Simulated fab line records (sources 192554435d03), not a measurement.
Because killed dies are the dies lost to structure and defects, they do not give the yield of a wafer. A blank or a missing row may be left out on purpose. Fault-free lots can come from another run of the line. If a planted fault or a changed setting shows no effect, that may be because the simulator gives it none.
Split-lot experiment || flow n5-finfet || 39 wafers read across 7 lots, on a route 1938 steps long

## THE SPLIT
At N5_BEOL_M12_ETCH_59 (etches BARC in N2/H2, target depth 89 nm, overetch 26.7 nm, time 67.9 s), the setting target-depth-a was moved away from the recipe's 890 angstrom on 15 of the 39 wafers read, by -58.0% to +54.4%. All remaining wafers had this setting at the recipe value.

Between the split and the reading, the file records no step.

## THE READING
coat_of_BEOL_M12_COAT_04.thk-nm (the simulator's own value, which no gauge read), in nm, at N5_BEOL_M12_VIA_ETCH_16 (etches SiOC in C4F8/O2/Ar, target depth 724.8 nm). No usual value for it is given in the file. Average 124.7 nm, standard deviation 3.7 nm, over the 24 wafers here run with the recipe.

{"wafer": "L074.1", "tool, chamber at the split": "rie-diel-02, 3", "target-depth-a as run, angstrom": 1192, "against the recipe": "+33.9%", "coat_of_BEOL_M12_COAT_04.thk-nm, nm": 111.6, "against lot-mates on the recipe": -14.5}
{"wafer": "L074.2", "tool, chamber at the split": "rie-diel-02, 0", "target-depth-a as run, angstrom": 1192, "against the recipe": "+33.9%", "coat_of_BEOL_M12_COAT_04.thk-nm, nm": 109, "against lot-mates on the recipe": -17.1}
{"wafer": "L074.3", "tool, chamber at the split": "rie-diel-02, 1", "target-depth-a as run, angstrom": 1192, "against the recipe": "+33.9%", "coat_of_BEOL_M12_COAT_04.thk-nm, nm": 114.2, "against lot-mates on the recipe": -11.9}
{"wafer": "L074.4", "tool, chamber at the split": "rie-diel-02, 3", "target-depth-a as run, angstrom": 890, "against the recipe": "recipe", "coat_of_BEOL_M12_COAT_04.thk-nm, nm": 127.2, "against lot-mates on the recipe": "-"}
{"wafer": "L074.5", "tool, chamber at the split": "rie-diel-02, 1", "target-depth-a as run, angstrom": 890, "against the recipe": "recipe", "coat_of_BEOL_M12_COAT_04.thk-nm, nm": 128, "against lot-mates on the recipe": "-"}
{"wafer": "L074.6", "tool, chamber at the split": "rie-diel-02, 0", "target-depth-a as run, angstrom": 890, "against the recipe": "recipe", "coat_of_BEOL_M12_COAT_04.thk-nm, nm": 123.2, "against lot-mates on the recipe": "-"}
{"wafer": "L081.1", "tool, chamber at the split": "rie-diel-01, 2", "target-depth-a as run, angstrom": 1374, "against the recipe": "+54.4%", "coat_of_BEOL_M12_COAT_04.thk-nm, nm": 90.8, "against lot-mates on the recipe": -28.1}
{"wafer": "L081.2", "tool, chamber at the split": "rie-diel-01, 3", "target-depth-a as run, angstrom": 890, "against the recipe": "recipe", "coat_of_BEOL_M12_COAT_04.thk-nm, nm": 119.8, "against lot-mates on the recipe": "-"}
{"wafer": "L081.3", "tool, chamber at the split": "rie-diel-01, 1", "target-depth-a as run, angstrom": 1374, "against the recipe": "+54.4%", "coat_of_BEOL_M12_COAT_04.thk-nm, nm": 101.4, "against lot-mates on the recipe": -17.5}
{"wafer": "L081.4", "tool, chamber at the split": "rie-diel-01, 0", "target-depth-a as run, angstrom": 1374, "against the recipe": "+54.4%", "coat_of_BEOL_M12_COAT_04.thk-nm, nm": 92, "against lot-mates on the recipe": -26.9}
{"wafer": "L081.5", "tool, chamber at the split": "rie-diel-01, 0", "target-depth-a as run, angstrom": 890, "against the recipe": "recipe", "coat_of_BEOL_M12_COAT_04.thk-nm, nm": 115.8, "against lot-mates on the recipe": "-"}
{"wafer": "L081.6", "tool, chamber at the split": "rie-diel-01, 3", "target-depth-a as run, angstrom": 890, "against the recipe": "recipe", "coat_of_BEOL_M12_COAT_04.thk-nm, nm": 121, "against lot-mates on the recipe": "-"}
{"wafer": "L082.1", "tool, chamber at the split": "rie-diel-04, 0", "target-depth-a as run, angstrom": 541.9, "against the recipe": "-39.1%", "coat_of_BEOL_M12_COAT_04.thk-nm, nm": 149.8, "against lot-mates on the recipe": "+24.5"}
{"wafer": "L082.2", "tool, chamber at the split": "rie-diel-04, 1", "target-depth-a as run, angstrom": 541.9, "against the recipe": "-39.1%", "coat_of_BEOL_M12_COAT_04.thk-nm, nm": 146.6, "against lot-mates on the recipe": "+21.3"}
{"wafer": "L082.3", "tool, chamber at the split": "rie-diel-04, 2", "target-depth-a as run, angstrom": 890, "against the recipe": "recipe", "coat_of_BEOL_M12_COAT_04.thk-nm, nm": 126.6, "against lot-mates on the recipe": "-"}
{"wafer": "L082.4", "tool, chamber at the split": "rie-diel-04, 1", "target-depth-a as run, angstrom": 890, "against the recipe": "recipe", "coat_of_BEOL_M12_COAT_04.thk-nm, nm": 125.8, "against lot-mates on the recipe": "-"}
{"wafer": "L082.5", "tool, chamber at the split": "rie-diel-04, 2", "target-depth-a as run, angstrom": 541.9, "against the recipe": "-39.1%", "coat_of_BEOL_M12_COAT_04.thk-nm, nm": 147.6, "against lot-mates on the recipe": "+22.3"}
{"wafer": "L082.6", "tool, chamber at the split": "rie-diel-04, 0", "target-depth-a as run, angstrom": 890, "against the recipe": "recipe", "coat_of_BEOL_M12_COAT_04.thk-nm, nm": 123.6, "against lot-mates on the recipe": "-"}
{"wafer": "L085.1", "tool, chamber at the split": "rie-diel-01, 2", "target-depth-a as run, angstrom": 1088, "against the recipe": "+22.2%", "coat_of_BEOL_M12_COAT_04.thk-nm, nm": 111, "against lot-mates on the recipe": -13.9}
{"wafer": "L085.2", "tool, chamber at the split": "rie-diel-01, 1", "target-depth-a as run, angstrom": 1088, "against the recipe": "+22.2%", "coat_of_BEOL_M12_COAT_04.thk-nm, nm": 115, "against lot-mates on the recipe": -9.9}
{"wafer": "L085.3", "tool, chamber at the split": "rie-diel-01, 0", "target-depth-a as run, angstrom": 890, "against the recipe": "recipe", "coat_of_BEOL_M12_COAT_04.thk-nm, nm": 127, "against lot-mates on the recipe": "-"}
{"wafer": "L085.4", "tool, chamber at the split": "rie-diel-01, 3", "target-depth-a as run, angstrom": 1088, "against the recipe": "+22.2%", "coat_of_BEOL_M12_COAT_04.thk-nm, nm": 107.6, "against lot-mates on the recipe": -17.3}
{"wafer": "L085.5", "tool, chamber at the split": "rie-diel-01, 0", "target-depth-a as run, angstrom": 890, "against the recipe": "recipe", "coat_of_BEOL_M12_COAT_04.thk-nm, nm": 124, "against lot-mates on the recipe": "-"}
{"wafer": "L085.6", "tool, chamber at the split": "rie-diel-01, 1", "target-depth-a as run, angstrom": 890, "against the recipe": "recipe", "coat_of_BEOL_M12_COAT_04.thk-nm, nm": 123.6, "against lot-mates on the recipe": "-"}
{"wafer": "L089.1", "tool, chamber at the split": "rie-diel-01, 2", "target-depth-a as run, angstrom": 373.6, "against the recipe": "-58.0%", "coat_of_BEOL_M12_COAT_04.thk-nm, nm": 151.2, "against lot-mates on the recipe": "+23.5"}
{"wafer": "L089.4", "tool, chamber at the split": "rie-diel-01, 1", "target-depth-a as run, angstrom": 373.6, "against the recipe": "-58.0%", "coat_of_BEOL_M12_COAT_04.thk-nm, nm": 151.2, "against lot-mates on the recipe": "+23.5"}
{"wafer": "L089.2", "tool, chamber at the split": "rie-diel-01, 3", "target-depth-a as run, angstrom": 890, "against the recipe": "recipe", "coat_of_BEOL_M12_COAT_04.thk-nm, nm": 129.6, "against lot-mates on the recipe": "-"}
{"wafer": "L089.3", "tool, chamber at the split": "rie-diel-01, 0", "target-depth-a as run, angstrom": 890, "against the recipe": "recipe", "coat_of_BEOL_M12_COAT_04.thk-nm, nm": 128.4, "against lot-mates on the recipe": "-"}
{"wafer": "L089.5", "tool, chamber at the split": "rie-diel-01, 3", "target-depth-a as run, angstrom": 890, "against the recipe": "recipe", "coat_of_BEOL_M12_COAT_04.thk-nm, nm": 125, "against lot-mates on the recipe": "-"}
{"wafer": "L089.6", "tool, chamber at the split": "rie-diel-01, 0", "target-depth-a as run, angstrom": 373.6, "against the recipe": "-58.0%", "coat_of_BEOL_M12_COAT_04.thk-nm, nm": 152.4, "against lot-mates on the recipe": "+24.7"}
{"wafer": "L092.1", "tool, chamber at the split": "rie-diel-04, 1", "target-depth-a as run, angstrom": 890, "against the recipe": "recipe", "coat_of_BEOL_M12_COAT_04.thk-nm, nm": 121, "against lot-mates on the recipe": "-"}
{"wafer": "L092.2", "tool, chamber at the split": "rie-diel-04, 3", "target-depth-a as run, angstrom": 890, "against the recipe": "recipe", "coat_of_BEOL_M12_COAT_04.thk-nm, nm": 119.4, "against lot-mates on the recipe": "-"}
{"wafer": "L092.3", "tool, chamber at the split": "rie-diel-04, 2", "target-depth-a as run, angstrom": 890, "against the recipe": "recipe", "coat_of_BEOL_M12_COAT_04.thk-nm, nm": 125.6, "against lot-mates on the recipe": "-"}
{"wafer": "L093.1", "tool, chamber at the split": "rie-diel-01, 1", "target-depth-a as run, angstrom": 890, "against the recipe": "recipe", "coat_of_BEOL_M12_COAT_04.thk-nm, nm": 133, "against lot-mates on the recipe": "-"}
{"wafer": "L093.2", "tool, chamber at the split": "rie-diel-01, 3", "target-depth-a as run, angstrom": 890, "against the recipe": "recipe", "coat_of_BEOL_M12_COAT_04.thk-nm, nm": 128.6, "against lot-mates on the recipe": "-"}
{"wafer": "L093.3", "tool, chamber at the split": "rie-diel-01, 0", "target-depth-a as run, angstrom": 890, "against the recipe": "recipe", "coat_of_BEOL_M12_COAT_04.thk-nm, nm": 127.4, "against lot-mates on the recipe": "-"}
{"wafer": "L093.4", "tool, chamber at the split": "rie-diel-01, 2", "target-depth-a as run, angstrom": 890, "against the recipe": "recipe", "coat_of_BEOL_M12_COAT_04.thk-nm, nm": 122.6, "against lot-mates on the recipe": "-"}
{"wafer": "L093.5", "tool, chamber at the split": "rie-diel-01, 3", "target-depth-a as run, angstrom": 890, "against the recipe": "recipe", "coat_of_BEOL_M12_COAT_04.thk-nm, nm": 121.8, "against lot-mates on the recipe": "-"}
{"wafer": "L093.6", "tool, chamber at the split": "rie-diel-01, 2", "target-depth-a as run, angstrom": 890, "against the recipe": "recipe", "coat_of_BEOL_M12_COAT_04.thk-nm, nm": 124.4, "against lot-mates on the recipe": "-"}

THE FIT
A straight line over all 39 wafers: coat_of_BEOL_M12_COAT_04.thk-nm changes by -0.51 nm for each +1% of target-depth-a; r = -0.96; the points scatter about the line by 4 nm.
The same after taking each lot's own level away (the mean of its wafers on the recipe; 39 wafers): -0.462 nm for each +1%; r = -0.97; scatter 3.3 nm.
Per that fit: largest target-depth-a move, reading shift of 27 nm.
The lots' own levels span 118.87 to 127.67 nm, that is 2.4 times the standard deviation above.
Thus the slope moves with the lot-to-lot level: the two fits are different.
Check: with one of the wafers moved furthest among these (-58.0%) left out of the fit, the line predicts +27.4 nm for it against its lot-mates. It came out at +23.5 nm against them.

## THE WHOLE CHAIN: every reading that the file lists as answering this split, in the file's order
{"step": "N5_BEOL_M12_ETCH_59", "what it does": "etches BARC in N2/H2, target depth 89 nm, overetch 26.7 nm, time 67.9 s", "reading": "etch.depth-nm (the simulator's own value, which no gauge read)", "change (the file's fit)": "not straight: 62.77 at the lowest setting, 89.27 at the recipe, 89.12 at the highest", "r (the file's)": "not given"}
{"step": "N5_BEOL_M12_ETCH_59", "what it does": "etches BARC in N2/H2, target depth 89 nm, overetch 26.7 nm, time 67.9 s", "reading": "coat_of_BEOL_M12_COAT_04.thk-nm (the simulator's own value, which no gauge read)", "change (the file's fit)": "-0.494 nm for each +1% of the setting", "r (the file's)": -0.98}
{"step": "N5_BEOL_M12_VIA_ETCH_16", "what it does": "etches SiOC in C4F8/O2/Ar, target depth 724.8 nm", "reading": "coat_of_BEOL_M12_COAT_04.thk-nm (the simulator's own value, which no gauge read)", "change (the file's fit)": "-0.462 nm for each +1% of the setting", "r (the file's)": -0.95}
{"step": "N5_BEOL_M12_STRIP_63", "what it does": "strips in N2/H2", "reading": "strip-time-to-endpoint-s", "change (the file's fit)": "withheld for each +1% of the setting", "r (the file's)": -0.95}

## THE FILE'S OWN FIT
coat_of_BEOL_M12_COAT_04.thk-nm changes by -0.462 nm for each +1% of target-depth-a, r = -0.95.
